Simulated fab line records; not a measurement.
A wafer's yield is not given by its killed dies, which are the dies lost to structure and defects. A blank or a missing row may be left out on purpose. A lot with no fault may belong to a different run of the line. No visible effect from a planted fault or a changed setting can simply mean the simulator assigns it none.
fab line records | flow n5_finfet
[record] lots = 24 wafers = 72 last_day = 18
route steps=1938 shown PMOS_HMC_CHANNEL_EPI@73 FIN_SAQP@97
lots with no fault: from the same line, run without faults
start_h: start of the lot's first displayed wafer, in hours after the record's first day | wait_h: hours elapsed since this lot's preceding step | " identical to the entry in the row above | L1.1+2: a row that stands for several wafers | - no value, or no start was given | * or withheld: withheld | < > ~ a bound
route shown NAME@n: a module of which the file shows steps, and the number in the route of the first | usual: average and standard deviation across the fault-free wafers | same: alike in all rows | chamber/n: place in a boat | sites: the reading at each site | _std_site: standard deviation across them | _edge_site: mean of outer sites minus mean of inner sites | radius_mm: for every site, how far away it sits from the centre of the wafer | mask NAME#n: copy n | behind: the last tool/chamber to shape the wafer | hold: what put the lot on hold/how long, in hours/how the hold closed | device: the n, p or np transistor that did not switch | end of line: the route-end tests of the same wafers | step lacking rows: just its recipe | killed: dies that structure and defects cost at the first sort, which is not the same as the wafer's yield | map: shows each die of a wafer: x if killed, . if not, _ if none is there
set.NAME: the setting as run; set.NAME@STEP: as run at that earlier step | model.NAME: the simulator's own value behind a step, which no gauge read
the route's steps for a sample of lots (tables are steps, rows are wafers)
services: a tool's chamber out of use, with start hour (start_h, from the record's first day; less than 0 if before it), hours out, and reason
[[steps]]
[step N5_PMOS_HMC_CHANNEL_EPI_ETCH_38]
[recipe] chemistry = CF4 target = SiO2 target_depth_a = 15 ion_energy_ev = 350 pressure_mtorr = 10 icp_w = 800 bias_w = 400 cf4_flow_sccm = 80
[usual] drypump_motor_current_A = 5.8/0.42 he_backside_leak_sccm = 2.8/0.35 oes_product_au = 1.003/0.019 throttle_valve_pct = 21.77/0.16
// columns lot.wafer tool chamber start_h wait_h drypump_motor_current_A he_backside_leak_sccm oes_product_au rf_hours_counter_h throttle_valve_pct
L074.2 rie_si-01 3 17.92 0.0 5.9 2.4 1.008 61 21.73
L074.3 " 0 " " 6.1 2.8 0.964 187 21.81
L074.6 " 3 " " 5.9 2.4 1.015 - 21.72
L075.1 rie_si-02 2 23.90 0.0 5.2 2.8 1.005 0 21.88
L075.2 " 1 " " 5.9 2.9 1.006 177 21.91
L075.3 " 0 " " 6.2 2.9 0.997 139 21.85
L076.1 rie_si-02 1 30.43 0.0 5.9 3.0 0.986 177 21.89
L076.3 " 0 " " 6.2 2.7 0.991 139 21.84
L076.4 " 3 " " 6.1 3.2 1.017 142 21.47
L077.2 rie_si-02 0 36.70 0.0 6.2 2.9 1.000 140 21.85
L077.3 " 3 " " 6.1 3.3 1.021 142 21.49
L077.4 " 2 " " 5.2 2.8 1.012 0 21.89
L078.1 rie_si-02 1 41.72 0.0 5.9 3.0 0.993 177 21.90
L078.2 " 0 " " 6.2 2.9 0.980 140 21.85
L078.5 " 0 " " 6.2 2.9 1.000 - 21.84
L079.2 rie_si-01 0 47.90 0.0 6.1 2.7 0.971 187 21.80
L079.4 " 0 " " 6.1 2.8 0.960 - 21.80
L079.5 " 1 " " 5.3 2.5 1.017 - 21.97
L080.1 rie_si-02 2 53.67 0.0 5.2 2.7 1.011 1 21.89
L080.3 " 1 " " 5.9 2.9 0.993 177 21.91
L080.5 " 0 " " 6.2 2.9 0.996 - 21.84
L081.2 rie_si-02 2 60.07 0.0 5.2 2.9 1.019 1 21.89
L081.3 " 3 " " 6.1 3.3 1.020 143 21.48
L081.6 " 2 " " 5.2 2.9 1.016 - 21.88
L082.3 rie_si-01 0 66.09 0.0 6.1 2.8 0.960 187 21.80
L082.4 " 2 " " 4.7 2.7 0.984 0 21.61
L082.5 " 1 " " 5.2 2.5 1.013 - 21.96
L083.3 rie_si-02 0 72.07 0.0 6.2 2.9 0.980 140 21.85
L083.5 " 2 " " 5.2 2.8 1.008 - 21.89
L083.6 " 1 " " 5.9 3.0 0.982 - 21.90
L084.2 rie_si-04 2 79.00 0.0 6.2 2.7 1.042 94 21.86
L084.5 " 3 " " 6.0 2.8 0.996 - 21.61
L084.6 " 0 " " 5.9 2.5 1.017 - 21.35
L085.3 rie_si-02 3 84.70 0.0 6.1 3.1 1.014 143 21.47
L085.4 " 0 " " 6.2 2.9 0.994 140 21.85
L085.6 " 0 " " 6.2 2.9 0.979 - 21.85
L086.1 rie_si-01 2 90.31 0.0 4.6 2.6 1.001 1 21.58
L086.3 " 0 " " 6.1 2.8 0.967 188 21.81
L086.5 " 1 " " 5.3 2.8 1.014 - 21.98
L087.2 rie_si-04 2 95.80 0.0 6.2 2.7 1.025 94 21.83
L087.4 " 3 " " 6.0 2.6 1.005 - 21.63
L087.5 " 2 " " 6.2 2.6 1.035 - 21.83
L088.1 rie_si-01 3 102.42 0.0 5.9 2.6 1.011 62 21.73
L088.2 " 0 " " 6.1 2.7 0.959 188 21.82
L088.4 " 1 " " 5.3 2.7 1.020 - 21.98
L089.1 rie_si-02 1 108.02 0.0 5.9 2.9 0.997 178 21.91
L089.5 " 3 " " 6.1 3.3 1.020 - 21.46
L089.6 " 2 " " 5.2 2.7 1.011 - 21.88
L090.3 rie_si-01 1 114.11 0.0 5.3 2.7 1.014 2 21.97
L090.5 " 1 " " 5.2 2.6 1.030 - 21.98
L090.6 " 3 " " 5.9 2.5 1.010 - 21.72
L091.1 rie_si-01 1 120.74 0.0 5.3 2.7 1.024 2 21.97
L091.4 " 3 " " 5.9 2.6 1.005 - 21.71
L091.5 " 1 " " 5.3 2.7 1.043 - 21.97
L092.4 rie_si-01 3 126.05 0.0 5.9 2.5 1.006 - 21.72
L092.5 " 0 " " 6.1 2.7 0.951 - 21.81
L092.6 " 1 " " 5.2 2.8 1.016 - 21.97
L093.2 rie_si-02 2 131.89 0.0 5.2 2.8 1.008 2 21.88
L093.3 " 0 " " 6.2 2.9 0.992 141 21.85
L093.4 " 3 " " 6.1 3.2 1.018 144 21.48
L094.1 rie_si-01 0 137.97 0.0 6.1 2.7 0.959 189 21.81
L094.4 " 0 " " 6.1 2.7 0.978 - 21.80
L094.5 " 3 " " 5.9 2.3 1.007 - 21.73
L095.2 rie_si-01 3 145.07 0.0 5.9 2.5 1.011 63 21.71
L095.4 " 1 " " 5.2 2.6 1.021 - 21.97
L095.6 " 3 " " 5.9 2.4 1.006 - 21.73
L096.1 rie_si-04 0 150.28 0.0 5.9 2.3 1.014 20 21.37
L096.5 " 2 " " 6.2 2.6 1.040 - 21.84
L096.6 " 3 " " 6.0 3.0 0.998 - 21.64
L097.1 rie_si-04 3 155.74 0.0 6.0 2.8 0.996 23 21.64
L097.3 " 2 " " 6.2 2.5 1.038 96 21.86
L097.5 " 1 " " 5.6 2.3 0.995 - 21.79
[step N5_FIN_SAQP_THK_MEAS_05]
[usual] thk_nm = 38.1/0.46
// columns lot.wafer tool chamber start_h wait_h thk_nm
L074.2 film_metro-02 - 21.61 0.1 37.9
L074.3 " - " " 38.4
L074.6 " - " " 38.3
L075.1 film_metro-01 - 27.24 0.1 37.5
L075.2 " - " " 37.4
L075.3 " - " " 37.6
L076.1 film_metro-01 - 33.93 0.1 38.0
L076.3 " - " " 38.2
L076.4 " - " " 38.2
L077.2 film_metro-01 - 40.11 0.1 37.9
L077.3 " - " " 38.0
L077.4 " - " " 38.0
L078.1 film_metro-01 - 44.68 0.1 37.6
L078.2 " - " " 37.5
L078.5 " - " " 38.0
L079.2 film_metro-01 - 50.95 0.1 37.8
L079.4 " - " " 38.3
L079.5 " - " " 38.2
L080.1 film_metro-01 - 57.24 0.1 37.5
L080.3 " - " " 37.9
L080.5 " - " " 38.2
L081.2 film_metro-01 - 63.00 0.1 37.5
L081.3 " - " " 37.7
L081.6 " - " " 38.1
L082.3 film_metro-01 - 69.02 0.1 37.8
L082.4 " - " " 38.7
L082.5 " - " " 38.5
L083.3 film_metro-01 - 75.35 0.1 37.9
L083.5 " - " " 38.6
L083.6 " - " " 38.5
L084.2 film_metro-02 - 82.06 0.1 38.4
L084.5 " - " " 38.6
L084.6 " - " " 38.8
L085.3 film_metro-02 - 89.61 0.1 37.2
L085.4 " - " " 37.9
L085.6 " - " " 38.0
L086.1 film_metro-01 - 93.65 0.1 37.9
L086.3 " - " " 38.0
L086.5 " - " " 38.2
L087.2 film_metro-01 - 99.00 0.1 38.3
L087.4 " - " " 38.5
L087.5 " - " " 38.3
L088.1 film_metro-01 - 105.35 0.1 37.9
L088.2 " - " " 37.4
L088.4 " - " " 38.1
L089.1 film_metro-02 - 112.03 0.1 37.8
L089.5 " - " " 38.8
L089.6 " - " " 39.4
L090.3 film_metro-01 - 117.33 0.1 38.5
L090.5 " - " " 38.8
L090.6 " - " " 38.9
L091.1 film_metro-01 - 124.35 0.1 37.7
L091.4 " - " " 38.7
L091.5 " - " " 38.3
L092.4 film_metro-02 - 129.00 0.0 38.6
L092.5 " - " " 38.1
L092.6 " - " " 38.0
L093.2 film_metro-02 - 134.82 0.1 38.2
L093.3 " - " " 37.8
L093.4 " - " " 38.8
L094.1 film_metro-02 - 140.91 0.1 38.3
L094.4 " - " " 38.7
L094.5 " - " " 38.9
L095.2 film_metro-02 - 148.00 0.1 38.1
L095.4 " - " " 37.9
L095.6 " - " " 38.6
L096.1 film_metro-01 - 154.24 0.1 37.9
L096.5 " - " " 38.5
L096.6 " - " " 39.0
L097.1 film_metro-02 - 158.86 0.1 37.9
L097.3 " - " " 37.9
L097.5 " - " " 38.4
[step N5_FIN_SAQP_ETCH_67]
[recipe] chemistry = CH3F/O2 target = SiNx target_depth_a = 300 mask_material = SOC pressure_mtorr = 30 source_w = 395 bias_w = 73 Ar_flow_sccm = 150 CH3F_flow_sccm = 30 O2_flow_sccm = 20 ion_energy_ev = 120
[usual] drypump_motor_current_A = 5.9/0.41 oes_product_au = 0.77/0.09 rf_vpp_V = 296/3.1 showerhead_plenum_p_Torr = 2.01/0.066 throttle_valve_pct = 16.25/0.24
// columns lot.wafer tool chamber start_h wait_h drypump_motor_current_A oes_product_au rf_hours_counter_h rf_vpp_V showerhead_plenum_p_Torr throttle_valve_pct
L074.2 rie_diel-01 0 27.05 0.0 6.2 0.72 197 294 2.07 16.17
L074.3 " 1 " " 5.9 0.67 243 292 1.97 16.52
L074.6 " 1 " " 5.9 0.67 - 294 1.97 16.51
L075.1 rie_diel-01 2 30.83 0.0 5.6 0.81 112 291 2.02 16.00
L075.2 " 3 " " 6.2 0.66 247 295 1.89 16.39
L075.3 " 1 " " 5.9 0.67 245 293 1.97 16.49
L076.1 rie_diel-01 1 37.38 0.0 5.9 0.67 247 294 1.97 16.52
L076.3 " 2 " " 5.6 0.81 114 292 2.01 16.00
L076.4 " 0 " " 6.1 0.72 200 294 2.07 16.16
L077.2 rie_diel-03 3 43.93 0.0 6.3 0.73 199 295 1.99 16.65
L077.3 " 2 " " 6.4 0.76 150 300 1.91 16.22
L077.4 " 3 " " 6.3 0.73 - 295 1.99 16.64
L078.1 rie_diel-03 3 48.96 0.0 6.3 0.73 201 294 1.99 16.67
L078.2 " 2 " " 6.4 0.76 153 301 1.91 16.24
L078.5 " 2 " " 6.4 0.75 - 300 1.91 16.23
L079.2 rie_diel-01 1 55.54 0.0 5.9 0.67 255 293 1.96 16.53
L079.4 " 0 " " 6.2 0.71 - 294 2.07 16.17
L079.5 " 1 " " 5.9 0.67 - 293 1.96 16.53
L080.1 rie_diel-03 1 61.53 0.0 5.8 0.75 164 299 2.08 16.24
L080.3 " 3 " " 6.3 0.72 205 296 1.99 16.67
L080.5 " 1 " " 5.8 0.75 - 296 2.08 16.26
L081.2 rie_diel-01 2 67.11 0.0 5.6 0.80 127 291 2.01 16.03
L081.3 " 0 " " 6.2 0.71 214 292 2.06 16.20
L081.6 " 2 " " 5.6 0.80 - 290 2.01 16.02
L082.3 rie_diel-02 1 72.93 0.0 4.8 0.72 190 295 1.91 16.25
L082.4 " 2 " " 5.6 0.68 235 296 2.06 16.90
L082.5 " 2 " " 5.6 0.67 - 294 2.06 16.87
L083.3 rie_diel-01 2 79.68 0.0 5.6 0.79 135 292 2.01 16.05
L083.5 " 3 " " 6.2 0.95 - 299 2.13 15.96
L083.6 " 2 " " 5.6 0.79 - 293 2.01 16.03
L084.2 rie_diel-01 2 86.83 0.0 5.6 0.79 139 290 2.01 16.03
L084.5 " 3 " " 6.2 0.93 - 301 2.13 15.97
L084.6 " 0 " " 6.2 0.70 - 295 2.06 16.21
L085.3 rie_diel-02 0 94.23 0.0 5.5 0.83 76 296 2.03 15.94
L085.4 " 1 " " 4.8 0.71 199 298 1.91 16.25
L085.6 " 3 " " 5.9 0.83 - 300 2.04 16.34
L086.1 rie_diel-03 1 97.67 0.0 5.8 0.74 172 299 2.08 16.28
L086.3 " 2 " " 6.4 0.74 166 301 1.91 16.26
L086.5 " 3 " " 6.3 0.72 - 296 1.99 16.65
L087.2 rie_diel-02 1 102.87 0.0 4.8 0.72 203 297 1.90 16.26
L087.4 " 0 " " 5.5 0.83 80 296 2.02 15.94
L087.5 " 2 " " 5.6 0.67 - 294 2.05 16.92
L088.1 rie_diel-01 2 108.94 0.0 5.6 0.78 148 292 2.00 16.07
L088.2 " 0 " " 6.2 0.69 236 293 2.06 16.24
L088.4 " 1 " " 5.9 0.94 9 292 1.96 16.06
L089.1 rie_diel-01 1 115.98 0.0 5.9 0.95 11 294 1.96 16.05
L089.5 " 0 " " 6.1 0.69 - 295 2.05 16.25
L089.6 " 1 " " 5.9 0.93 - 294 1.96 16.09
L090.3 rie_diel-02 1 121.11 0.0 4.8 0.72 210 296 1.90 16.29
L090.5 " 1 " " 4.8 0.71 - 295 1.90 16.28
L090.6 " 0 " " 5.5 0.83 - 296 2.02 15.93
L091.1 rie_diel-01 0 128.05 0.0 6.2 0.68 244 294 2.05 16.26
L091.4 " 3 " " 6.2 0.88 - 300 2.13 16.00
L091.5 " 0 " " 6.2 0.69 - 293 2.05 16.25
L092.4 rie_diel-02 2 132.57 0.0 5.6 1.00 0 293 2.05 16.44
L092.5 " 1 " " 4.8 0.71 - 295 1.90 16.29
L092.6 " 2 " " 5.6 0.99 - 294 2.05 16.45
L093.2 rie_diel-02 0 138.40 0.0 5.5 0.81 92 297 2.02 15.95
L093.3 " 2 " " 5.6 1.00 2 295 2.05 16.46
L093.4 " 1 " " 4.8 0.70 216 296 1.90 16.31
L094.1 rie_diel-01 3 146.09 0.0 6.2 0.88 35 302 2.12 16.01
L094.4 " 3 " " 6.2 0.88 - 299 2.12 16.00
L094.5 " 1 " " 5.9 0.92 - 294 1.95 16.07
L095.2 rie_diel-02 1 152.33 0.0 4.8 0.70 221 295 1.90 16.30
L095.4 " 2 " " 5.6 0.97 6 295 2.05 16.47
L095.6 " 1 " " 4.8 0.70 - 295 1.90 16.31
L096.1 rie_diel-01 2 157.81 0.0 5.5 0.76 167 292 2.00 16.10
L096.5 " 2 " " 5.6 0.76 - 291 2.00 16.10
L096.6 " 3 " " 6.1 0.87 - 300 2.12 16.00
L097.1 rie_diel-03 0 162.68 0.0 6.3 0.68 251 299 1.96 16.27
L097.3 " 1 " " 5.8 0.73 195 298 2.07 16.31
L097.5 " 3 " " 6.3 0.70 - 295 1.98 16.72
[step N5_FIN_SAQP_CD_MEAS_31]
[recipe] target_cd_nm = 8 landing_energy_ev = 1000 detector = se_inlens polarity = line
[usual] cd_nm = 8.09/0.21
// columns lot.wafer tool chamber start_h wait_h cd_nm
L074.2 cd_sem-01 0 28.67 0.1 8.04
L074.3 " 0 " " 8.02
L074.6 " 0 " " 8.19
L075.1 cd_sem-02 0 31.61 0.1 8.10
L075.2 " 0 " " 7.96
L075.3 " 0 " " 8.07
L076.1 cd_sem-02 0 38.15 0.1 8.38
L076.3 " 0 " " 8.11
L076.4 " 0 " " 8.05
L077.2 cd_sem-02 0 44.80 0.1 8.37
L077.3 " 0 " " 7.87
L077.4 " 0 " " 8.56
L078.1 cd_sem-01 0 49.94 0.1 7.89
L078.2 " 0 " " 7.91
L078.5 " 0 " " 7.72
L079.2 cd_sem-02 0 56.31 0.1 8.09
L079.4 " 0 " " 8.41
L079.5 " 0 " " 8.04
L080.1 cd_sem-02 0 62.37 0.1 8.22
L080.3 " 0 " " 8.04
L080.5 " 0 " " 7.69
L081.2 cd_sem-01 0 68.08 0.1 8.40
L081.3 " 0 " " 8.25
L081.6 " 0 " " 8.16
L082.3 cd_sem-02 0 74.11 0.1 8.10
L082.4 " 0 " " 8.09
L082.5 " 0 " " 8.07
L083.3 cd_sem-01 0 80.72 0.1 7.94
L083.5 " 0 " " 7.81
L083.6 " 0 " " 8.07
L084.2 cd_sem-02 0 89.27 0.1 8.35
L084.5 " 0 " " 7.82
L084.6 " 0 " " 8.10
L085.3 cd_sem-01 0 95.87 0.1 8.25
L085.4 " 0 " " 8.19
L085.6 " 0 " " 8.02
L086.1 cd_sem-02 0 98.47 0.1 8.22
L086.3 " 0 " " 8.03
L086.5 " 0 " " 7.90
L087.2 cd_sem-02 0 103.64 0.1 7.91
L087.4 " 0 " " 8.40
L087.5 " 0 " " 8.23
L088.1 cd_sem-02 0 109.72 0.1 8.26
L088.2 " 0 " " 7.87
L088.4 " 0 " " 7.91
L089.1 cd_sem-02 0 117.11 0.1 7.74
L089.5 " 0 " " 8.20
L089.6 " 0 " " 8.24
L090.3 cd_sem-03 0 121.99 0.1 7.86
L090.5 " 0 " " 7.55
L090.6 " 0 " " 8.03
L091.1 cd_sem-02 0 128.82 0.1 7.90
L091.4 " 0 " " 7.98
L091.5 " 0 " " 8.33
L092.4 cd_sem-01 0 133.63 0.1 8.54
L092.5 " 0 " " 8.27
L092.6 " 0 " " 8.24
L093.2 cd_sem-01 0 139.49 0.1 8.12
L093.3 " 0 " " 8.19
L093.4 " 0 " " 7.62
L094.1 cd_sem-03 0 147.44 0.1 8.08
L094.4 " 0 " " 8.03
L094.5 " 0 " " 8.28
L095.2 cd_sem-01 0 153.88 0.1 7.73
L095.4 " 0 " " 8.56
L095.6 " 0 " " 8.15
L096.1 cd_sem-03 0 158.58 0.1 8.30
L096.5 " 0 " " 8.13
L096.6 " 0 " " 8.03
L097.1 cd_sem-03 0 163.65 0.1 8.38
L097.3 " 0 " " 8.19
L097.5 " 0 " " 8.26
[step N5_FIN_SAQP_STRIP_77]
[recipe] chemistry = N2/H2 time_s = 90 power_w = 100 temp_c = 40 pressure_mtorr = 100 rf_frequency_hz = 6e+07 bias_power_w = 3 n2_flow_sccm = 300 h2_flow_sccm = 300
[usual] drypump_motor_current_A = 5.8/0.5 oes_product_au = 0.77/0.079 rf_vpp_V = 45.2/0.84 showerhead_plenum_p_Torr = 3.37/0.1 temp_c = 39.98/0.11 throttle_valve_pct = 12.16/0.23
// columns lot.wafer tool chamber start_h wait_h drypump_motor_current_A oes_product_au rf_hours_counter_h rf_vpp_V showerhead_plenum_p_Torr temp_c throttle_valve_pct
L074.2 rie_diel-03 0 28.92 0.0 6.3 0.71 215 44.6 3.34 40.14 12.15
L074.3 " 2 " " 6.4 0.76 145 45.0 3.25 40.07 12.07
L074.6 " 3 " " 6.3 0.73 - 44.3 3.37 40.00 12.56
L075.1 rie_diel-03 2 31.75 0.0 6.4 0.76 146 45.9 3.24 40.16 12.09
L075.2 " 1 " " 5.8 0.76 153 44.7 3.52 40.18 12.14
L075.3 " 0 " " 6.3 0.71 216 44.7 3.34 40.11 12.18
L076.1 rie_diel-01 2 38.29 0.0 5.6 0.82 114 45.7 3.40 40.03 11.90
L076.3 " 1 " " 5.9 0.67 247 45.4 3.33 40.16 12.51
L076.4 " 0 " " 6.2 0.72 201 46.1 3.49 39.96 12.09
L077.2 rie_diel-02 2 44.94 0.0 5.6 0.69 224 45.4 3.47 40.04 12.69
L077.3 " 1 " " 4.8 0.72 180 45.1 3.24 39.93 12.21
L077.4 " 3 " " 5.9 0.86 44 45.0 3.43 40.05 12.01
L078.1 rie_diel-01 1 50.21 0.0 5.9 0.66 253 45.1 3.32 39.89 12.52
L078.2 " 0 " " 6.2 0.71 206 44.7 3.48 39.77 12.10
L078.5 " 0 " " 6.2 0.71 - 44.7 3.48 39.94 12.09
L079.2 rie_diel-03 1 56.45 0.0 5.8 0.75 163 46.3 3.51 40.10 12.15
L079.4 " 3 " " 6.3 0.73 204 44.3 3.36 39.97 12.59
L079.5 " 1 " " 5.8 0.75 - 46.1 3.51 40.02 12.17
L080.1 rie_diel-03 3 62.55 0.0 6.3 0.72 206 45.4 3.36 40.03 12.58
L080.3 " 2 " " 6.4 0.75 158 44.9 3.24 39.96 12.11
L080.5 " 2 " " 6.4 0.75 - 44.7 3.24 39.86 12.11
L081.2 rie_diel-03 0 68.22 0.0 6.3 0.70 224 45.9 3.34 40.03 12.19
L081.3 " 1 " " 5.8 0.75 167 46.8 3.51 39.97 12.18
L081.6 " 2 " " 6.4 0.75 - 44.8 3.24 39.81 12.14
L082.3 rie_diel-01 2 74.43 0.0 5.6 0.78 131 44.4 3.39 40.16 11.95
L082.4 " 2 " " 5.6 0.79 - 45.7 3.39 40.03 11.96
L082.5 " 3 " " 6.2 0.96 - 45.4 3.59 39.88 11.75
L083.3 rie_diel-02 3 80.92 0.0 5.9 0.84 58 44.7 3.42 39.98 12.05
L083.5 " 0 " " 5.5 0.85 - 45.6 3.42 40.01 11.81
L083.6 " 3 " " 5.9 0.85 - 45.3 3.42 39.96 12.05
L084.2 rie_diel-03 3 89.40 0.0 6.3 0.72 210 44.9 3.36 40.10 12.61
L084.5 " 3 " " 6.3 0.72 - 45.3 3.36 40.12 12.60
L084.6 " 2 " " 6.4 0.74 - 47.3 3.24 40.08 12.13
L085.3 rie_diel-03 2 96.00 0.0 6.4 0.74 165 45.7 3.23 39.99 12.13
L085.4 " 1 " " 5.8 0.73 172 45.4 3.51 40.04 12.19
L085.6 " 2 " " 6.4 0.74 - 44.1 3.23 39.96 12.13
L086.1 rie_diel-02 2 98.62 0.0 5.7 0.68 246 44.5 3.46 39.95 12.74
L086.3 " 0 " " 5.5 0.84 78 45.6 3.41 40.11 11.83
L086.5 " 3 " " 5.9 0.83 - 44.7 3.42 40.04 12.06
L087.2 rie_diel-02 2 103.78 0.0 5.6 0.67 248 45.4 3.45 40.14 12.73
L087.4 " 3 " " 5.8 0.83 68 45.0 3.42 39.96 12.07
L087.5 " 0 " " 5.5 0.82 - 44.8 3.41 40.02 11.84
L088.1 rie_diel-02 0 109.87 0.0 5.5 0.82 83 45.3 3.41 40.00 11.85
L088.2 " 3 " " 5.9 0.82 70 43.8 3.42 40.01 12.08
L088.4 " 3 " " 5.8 0.83 - 45.1 3.42 40.01 12.08
L089.1 rie_diel-01 2 117.25 0.0 5.6 0.78 151 44.8 3.38 40.15 12.01
L089.5 " 3 " " 6.2 0.90 - 45.2 3.58 40.08 11.79
L089.6 " 0 " " 6.2 0.69 - 45.9 3.47 39.96 12.19
L090.3 rie_diel-02 0 122.35 0.0 5.5 0.81 88 45.4 3.41 39.79 11.86
L090.5 " 1 " " 4.8 0.71 - 45.9 3.22 40.01 12.28
L090.6 " 3 " " 5.9 0.82 - 45.6 3.41 40.12 12.10
L091.1 rie_diel-02 1 129.04 0.0 4.8 0.70 214 44.2 3.22 40.18 12.31
L091.4 " 1 " " 4.9 0.71 - 43.0 3.22 39.93 12.30
L091.5 " 1 " " 4.9 0.70 - 43.9 3.22 39.95 12.30
L092.4 rie_diel-02 0 133.76 0.0 5.5 0.81 91 45.0 3.41 39.87 11.87
L092.5 " 2 " " 5.7 1.00 - 44.2 3.45 39.95 12.12
L092.6 " 1 " " 4.8 0.71 - 44.7 3.22 39.80 12.29
L093.2 rie_diel-02 2 139.69 0.0 5.6 1.00 2 44.6 3.45 40.22 12.13
L093.3 " 3 " " 5.8 0.81 81 44.8 3.41 40.04 12.10
L093.4 " 1 " " 4.8 0.71 216 44.8 3.22 39.84 12.30
L094.1 rie_diel-02 0 147.74 0.0 5.6 0.80 96 46.1 3.40 39.72 11.88
L094.4 " 2 " " 5.6 0.98 5 46.7 3.45 40.09 12.13
L094.5 " 0 " " 5.5 0.82 - 45.4 3.40 39.86 11.88
L095.2 rie_diel-02 0 154.02 0.0 5.5 0.80 98 44.5 3.40 39.87 11.88
L095.4 " 0 " " 5.5 0.80 - 44.1 3.40 39.93 11.88
L095.6 " 1 " " 4.9 0.70 - 43.4 3.21 40.00 12.30
L096.1 rie_diel-02 2 158.72 0.0 5.7 0.96 8 46.4 3.45 39.97 12.14
L096.5 " 1 " " 4.8 0.69 - 45.1 3.21 39.96 12.33
L096.6 " 0 " " 5.5 0.80 - 44.6 3.40 39.81 11.89
L097.1 rie_diel-03 2 163.79 0.0 6.4 0.72 188 45.9 3.22 39.99 12.18
L097.3 " 3 " " 6.3 0.70 236 44.9 3.34 39.81 12.68
L097.5 " 0 " " 6.3 0.68 - 45.4 3.32 39.97 12.27
[step N5_FIN_SAQP_HM_CD_35]
[recipe] target_cd_nm = 8 polarity = line
[usual] cd_nm = 8.09/0.24
// columns lot.wafer tool chamber start_h wait_h cd_nm
L074.2 cd_sem-01 - 29.04 0.1 8.31
L074.3 " - " " 7.89
L074.6 " - " " 8.02
L075.1 cd_sem-02 - 31.88 0.1 8.28
L075.2 " - " " 8.00
L075.3 " - " " 8.13
L076.1 cd_sem-01 - 38.42 0.1 8.21
L076.3 " - " " 8.11
L076.4 " - " " 8.05
L077.2 cd_sem-02 - 45.07 0.1 8.12
L077.3 " - " " 7.89
L077.4 " - " " 8.29
L078.1 cd_sem-01 - 50.34 0.1 8.05
L078.2 " - " " 7.50
L078.5 " - " " 7.84
L079.2 cd_sem-02 - 56.57 0.1 8.23
L079.4 " - " " 8.23
L079.5 " - " " 7.72
L080.1 cd_sem-02 - 62.67 0.1 8.52
L080.3 " - " " 8.06
L080.5 " - " " 8.35
L081.2 cd_sem-03 - 68.35 0.1 8.16
L081.3 " - " " 8.24
L081.6 " - " " 8.49
L082.3 cd_sem-02 - 74.56 0.1 7.82
L082.4 " - " " 8.30
L082.5 " - " " 8.53
L083.3 cd_sem-02 - 81.05 0.1 7.90
L083.5 " - " " 8.18
L083.6 " - " " 8.07
L084.2 cd_sem-01 - 89.53 0.1 8.34
L084.5 " - " " 8.10
L084.6 " - " " 8.30
L085.3 cd_sem-03 - 96.13 0.1 8.16
L085.4 " - " " 7.94
L085.6 " - " " 8.55
L086.1 cd_sem-02 - 98.74 0.1 7.91
L086.3 " - " " 7.96
L086.5 " - " " 7.67
L087.2 cd_sem-02 - 103.91 0.1 8.42
L087.4 " - " " 8.45
L087.5 " - " " 8.29
L088.1 cd_sem-02 - 109.99 0.1 8.24
L088.2 " - " " 8.00
L088.4 " - " " 8.01
L089.1 cd_sem-03 - 117.37 0.1 7.77
L089.5 " - " " 7.82
L089.6 " - " " 8.14
L090.3 cd_sem-03 - 122.48 0.1 7.81
L090.5 " - " " 7.94
L090.6 " - " " 7.77
L091.1 cd_sem-01 - 129.21 0.1 8.09
L091.4 " - " " 7.95
L091.5 " - " " 8.62
L092.4 cd_sem-03 - 133.89 0.1 7.97
L092.5 " - " " 8.13
L092.6 " - " " 7.99
L093.2 cd_sem-01 - 139.82 0.1 8.37
L093.3 " - " " 8.30
L093.4 " - " " 8.33
L094.1 cd_sem-01 - 147.86 0.1 8.02
L094.4 " - " " 8.01
L094.5 " - " " 8.04
L095.2 cd_sem-01 - 154.15 0.1 7.92
L095.4 " - " " 8.00
L095.6 " - " " 8.09
L096.1 cd_sem-02 - 158.84 0.1 8.36
L096.5 " - " " 8.14
L096.6 " - " " 7.91
L097.1 cd_sem-02 - 163.92 0.1 8.25
L097.3 " - " " 7.94
L097.5 " - " " 8.19
[[services]]
// columns tool chamber start_h hours kind
rie_diel-01 - -4.98 1.8 repair
rie_diel-03 2 21.36 5.5 repair
rie_diel-01 2 21.38 5.8 repair
rie_si-01 2 29.15 1.7 repair
rie_si-02 - 31.91 0.3 repair
rie_diel-03 0 37.52 13.5 repair
rie_diel-01 3 40.38 - clean
rie_diel-01 3 40.38 - consumable_replace:focus_ring
rie_diel-01 3 40.38 - consumable_replace:showerhead
rie_diel-01 3 40.38 26.6 scheduled_down
rie_diel-01 3 40.38 26.6 vent_cycle
rie_diel-01 2 64.49 1.4 repair
rie_diel-01 1 67.05 - clean
rie_diel-03 - 72.00 15.6 pm
rie_si-04 0 91.66 9.6 repair
rie_si-01 2 97.63 53.2 repair
rie_si-02 - 98.57 0.3 repair
rie_diel-02 2 108.20 - clean
rie_diel-02 2 108.20 - consumable_replace:focus_ring
rie_diel-02 2 108.20 21.8 scheduled_down
rie_diel-02 2 108.20 21.8 vent_cycle
rie_si-04 1 118.55 12.5 repair
rie_diel-01 1 121.69 7.3 repair
rie_diel-02 3 152.96 1.8 repair
[[key]]
fault none
